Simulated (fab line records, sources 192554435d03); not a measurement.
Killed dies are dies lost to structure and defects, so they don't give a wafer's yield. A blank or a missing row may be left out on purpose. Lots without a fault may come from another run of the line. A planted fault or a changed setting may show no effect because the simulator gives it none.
Which tool did it? | flow n5_finfet | 10 lots, 30 wafers sampled, at 6 steps of a route of 1938

WHAT THE GAUGES READ, wafer by wafer
N5_BEOL_M0_RS_MEAS_126: measures by four-point-probe. Usual: M0_RS 0.525 ohm/sq, standard deviation 0.018.
lot  | measured     | on            | M0_RS (ohm/sq)    | flag
L428 | day 6 05:59  | film_metro-02 | 0.491 0.505 0.504 |
L435 | day 8 01:17  | film_metro-01 | 0.760 0.770 0.793 | OFF
L436 | day 8 02:17  | film_metro-02 | 0.790 0.795 0.721 | OFF
L441 | day 9 21:17  | film_metro-02 | 0.545 0.547 0.523 |
L443 | day 10 01:31 | film_metro-01 | 0.513 0.528 0.498 |
L445 | day 10 15:15 | film_metro-02 | 0.503 0.500 0.502 |
L446 | day 10 17:32 | film_metro-01 | 0.518 0.539 0.534 |
L447 | day 10 23:56 | film_metro-01 | 0.512 0.525 0.506 |
L448 | day 11 16:22 | film_metro-02 | 0.541 0.533 0.518 |
L449 | day 11 21:05 | film_metro-02 | 0.536 0.531 0.527 |

N5_BEOL_M0_INSPECT_127: inspects for defects (darkfield). Usual: raw_defect_count 68, standard deviation 22.
lot  | measured     | on                | raw_defect_count | flag
L428 | day 6 06:01  | defect_inspect-01 | 67 79 105        |
L435 | day 8 01:18  | defect_inspect-01 | 25 37 77         |
L436 | day 8 02:18  | defect_inspect-01 | 56 69 72         |
L441 | day 9 21:19  | defect_inspect-01 | 77 84 93         |
L443 | day 10 01:32 | defect_inspect-02 | 85 78 46         |
L445 | day 10 15:16 | defect_inspect-01 | 42 37 58         |
L446 | day 10 17:34 | defect_inspect-02 | 84 78 88         |
L447 | day 10 23:58 | defect_inspect-02 | 87 42 45         |
L448 | day 11 16:23 | defect_inspect-02 | 84 52 72         |
L449 | day 11 21:07 | defect_inspect-02 | 57 50 65         |

N5_BEOL_M4_RC_MEAS_101. Usual: DIBL_N 36.6 mV/V, standard deviation 1.7; DIBL_P 36.7 mV/V, standard deviation 2; IOFF_N 0.16 nA/um, standard deviation 0.033; IOFF_P 0.22 nA/um, standard deviation 0.04; ION_N 673 uA/um, standard deviation 12; ION_P 463 uA/um, standard deviation 7.9; SS_N 71.7 mV/dec, standard deviation 0.58; SS_P 73.3 mV/dec, standard deviation 0.64; VT_N 249 mV, standard deviation 3.3; VT_P -249 mV, standard deviation 3.1.
lot  | measured     | on        | DIBL_N (mV/V)  | DIBL_P (mV/V)  | IOFF_N (nA/um) | IOFF_P (nA/um) | ION_N (uA/um) | ION_P (uA/um) | SS_N (mV/dec)  | SS_P (mV/dec)  | VT_N (mV)   | VT_P (mV)      | flag
L428 | day 8 03:02  | prober-02 | 39.0 37.3 38.0 | 40.0 39.0 39.8 | 0.23 0.19 0.19 | 0.25 0.22 0.24 | 693 677 676   | 466 451 458   | 72.3 72.1 71.5 | 74.5 74.1 74.3 | 244 246 248 | -248 -251 -249 |
L435 | day 9 20:04  | prober-02 | 37.1 38.8 38.6 | 36.4 38.9 37.4 | 0.16 0.21 0.19 | 0.18 0.21 0.19 | 672 690 672   | 451 458 454   | 71.4 71.8 72.3 | 73.4 74.2 73.7 | 251 243 247 | -255 -251 -252 |
L436 | day 9 21:56  | prober-01 | 35.5 36.9 35.2 | 37.7 39.4 37.0 | 0.17 0.21 0.16 | 0.23 0.26 0.21 | 672 680 663   | 464 467 460   | 71.2 71.8 72.0 | 73.7 74.4 73.6 | 247 240 249 | -251 -249 -250 |
L441 | day 12 02:59 | prober-01 | 35.8 38.3 36.5 | 36.1 39.4 37.3 | 0.14 0.19 0.16 | 0.21 0.27 0.23 | 670 676 676   | 464 463 465   | 71.4 71.7 71.3 | 72.9 73.5 73.4 | 253 249 251 | -250 -248 -247 |
L443 | day 12 15:04 | prober-01 | 38.5 33.3 37.5 | 39.1 33.7 38.1 | 0.21 0.12 0.19 | 0.25 0.16 0.24 | 695 678 675   | 472 468 473   | 71.6 70.8 71.2 | 73.3 72.7 73.4 | 244 251 247 | -249 -256 -252 |
L445 | day 12 18:20 | prober-02 | 34.3 34.9 35.1 | 35.1 35.1 35.3 | 0.12 0.13 0.13 | 0.18 0.18 0.19 | 663 658 661   | 460 455 461   | 70.5 70.7 71.6 | 72.7 72.0 73.0 | 253 251 254 | -251 -254 -252 |
L446 | day 13 08:50 | prober-01 | 37.4 34.4 35.0 | 37.5 34.5 34.6 | 0.17 0.12 0.13 | 0.25 0.20 0.21 | 671 677 672   | 462 468 463   | 71.8 71.2 71.5 | 73.2 72.4 72.7 | 251 253 251 | -248 -249 -251 |
L447 | day 13 14:06 | prober-02 | 38.3 37.6 36.4 | 41.5 39.8 38.1 | 0.21 0.18 0.16 | 0.27 0.23 0.21 | 694 677 669   | 478 462 459   | 72.5 71.8 72.8 | 74.8 73.7 74.0 | 247 251 252 | -251 -249 -251 |
L448 | day 13 23:58 | prober-02 | 38.8 39.8 38.0 | 39.4 39.9 37.9 | 0.23 0.24 0.19 | 0.33 0.33 0.29 | 705 710 676   | 492 487 473   | 72.3 71.7 71.3 | 74.1 73.6 73.4 | 243 243 247 | -241 -240 -245 |
L449 | day 14 01:58 | prober-02 | 36.0 36.1 35.2 | 37.2 37.1 37.1 | 0.16 0.16 0.15 | 0.20 0.21 0.21 | 664 664 675   | 458 455 465   | 71.9 71.8 71.7 | 73.5 73.3 73.1 | 247 251 250 | -250 -250 -249 |

WHICH TOOL RAN EACH LOT (tool, then ch and the chambers of the sampled wafers, then the start)
lot  | N5_BEOL_M0_SAQP_ILD_DEP_01      | N5_BEOL_M0_ANNEAL_117        | N5_BEOL_M0_SPUTTER_141
L428 | pecvd-02 ch 0,1,2, day 5 16:30  | pvd_sputter-02, day 6 04:38  | pvd_sputter-02, day 6 04:55
L435 | pecvd-02 ch 1,2, day 7 13:11    | pvd_sputter-02, day 7 23:43  | pvd_sputter-02, day 7 23:59
L436 | pecvd-02 ch 0,2, day 7 16:10    | pvd_sputter-03, day 8 00:57  | pvd_sputter-03, day 8 01:14
L441 | pecvd-04 ch 0,1,2, day 9 09:32  | pvd_sputter-03, day 9 19:47  | pvd_sputter-03, day 9 20:04
L443 | pecvd-04 ch 1,2, day 9 12:33    | pvd_sputter-01, day 10 00:11 | pvd_sputter-01, day 10 00:28
L445 | pecvd-04 ch 0,1, day 10 00:52   | pvd_sputter-03, day 10 13:25 | pvd_sputter-03, day 10 13:42
L446 | pecvd-04 ch 0,2, day 10 04:29   | pvd_sputter-01, day 10 15:35 | pvd_sputter-01, day 10 15:52
L447 | pecvd-02 ch 0,1,2, day 10 08:25 | pvd_sputter-02, day 10 22:36 | pvd_sputter-02, day 10 22:53
L448 | pecvd-02 ch 0,1, day 10 23:27   | pvd_sputter-01, day 11 14:40 | pvd_sputter-01, day 11 14:57
L449 | pecvd-02 ch 0,1, day 11 02:28   | pvd_sputter-01, day 11 19:45 | pvd_sputter-01, day 11 20:02
- N5_BEOL_M0_SAQP_ILD_DEP_01: deposits SiOC from DEMS/O2, target thk 45.419 nm, time 8.7 s.
- N5_BEOL_M0_ANNEAL_117: time 60 s.
- N5_BEOL_M0_SPUTTER_141: material Cu, target thk 4 nm, time 7.37 s.

WHAT THE TOOLS THEMSELVES READ (means of the sampled wafers that have a number; where no wafer has one, the mark that the record gives instead)
N5_BEOL_M0_SAQP_ILD_DEP_01. Usual: heater_power_w 454 W, standard deviation 110; showerhead_plenum_p_Torr 5.695 Torr, standard deviation 0.019; throttle_valve_pct 11.6 %, standard deviation 0.59.
lot  | tool     | heater_power_w (W) | showerhead_plenum_p_Torr (Torr) | throttle_valve_pct (%) | flag
L428 | pecvd-02 | 455                | 5.702                           | 11.6                   |
L435 | pecvd-02 | 588                | 5.698                           | 11.1                   |
L436 | pecvd-02 | 544                | 5.698                           | 11.0                   |
L441 | pecvd-04 | 412                | 5.677                           | 11.5                   |
L443 | pecvd-04 | 439                | 5.679                           | 11.6                   |
L445 | pecvd-04 | 418                | 5.697                           | 11.5                   |
L446 | pecvd-04 | 329                | 5.692                           | 11.4                   |
L447 | pecvd-02 | 478                | 5.704                           | 11.6                   |
L448 | pecvd-02 | 397                | 5.703                           | 11.9                   |
L449 | pecvd-02 | 409                | 5.699                           | 12.2                   |

N5_BEOL_M0_ANNEAL_117. Usual: heater_power_w 831 W, standard deviation 63.
lot  | tool           | heater_power_w (W) | flag
L428 | pvd_sputter-02 | 786                |
L435 | pvd_sputter-02 | 848                |
L436 | pvd_sputter-03 | 889                |
L441 | pvd_sputter-03 | 885                |
L443 | pvd_sputter-01 | 835                |
L445 | pvd_sputter-03 | 857                |
L446 | pvd_sputter-01 | 823                |
L447 | pvd_sputter-02 | 769                |
L448 | pvd_sputter-01 | 833                |
L449 | pvd_sputter-01 | 789                |

N5_BEOL_M0_SPUTTER_141. Usual: throttle_valve_pct 30.0 %, standard deviation 0.97.
lot  | tool           | throttle_valve_pct (%) | flag
L428 | pvd_sputter-02 | 29.1                   |
L435 | pvd_sputter-02 | 29.6                   |
L436 | pvd_sputter-03 | 30.6                   |
L441 | pvd_sputter-03 | 30.5                   |
L443 | pvd_sputter-01 | 30.5                   |
L445 | pvd_sputter-03 | 30.9                   |
L446 | pvd_sputter-01 | 30.1                   |
L447 | pvd_sputter-02 | 28.1                   |
L448 | pvd_sputter-01 | 30.6                   |
L449 | pvd_sputter-01 | 29.8                   |

THE ANSWER, worked out from the rows above alone
Rule: a lot is off if the mean of its wafers that have a number lies more than 3 standard deviations from the usual mean. A lot without any number at a reading at which 4 lots or more have one is off too. The other lots that the step has rows for count as sound. The gauges are gone through in route order, then the tools' own readings, and for those a lot's mean is taken as printed above. The first step at which some lot is off is used, and at that step the reading that is off furthest; a lot without a number counts as furthest.
Off: L435, L436, at N5_BEOL_M0_RS_MEAS_126 (M0_RS).
A tool fits if, at a process step before that reading, it ran every lot that is off, and no sound lot after the first of them. The gauges at N5_BEOL_M0_RS_MEAS_126 are tried like those tools. None of those tried fits.

WHAT THE SIMULATOR HAD PUT IN
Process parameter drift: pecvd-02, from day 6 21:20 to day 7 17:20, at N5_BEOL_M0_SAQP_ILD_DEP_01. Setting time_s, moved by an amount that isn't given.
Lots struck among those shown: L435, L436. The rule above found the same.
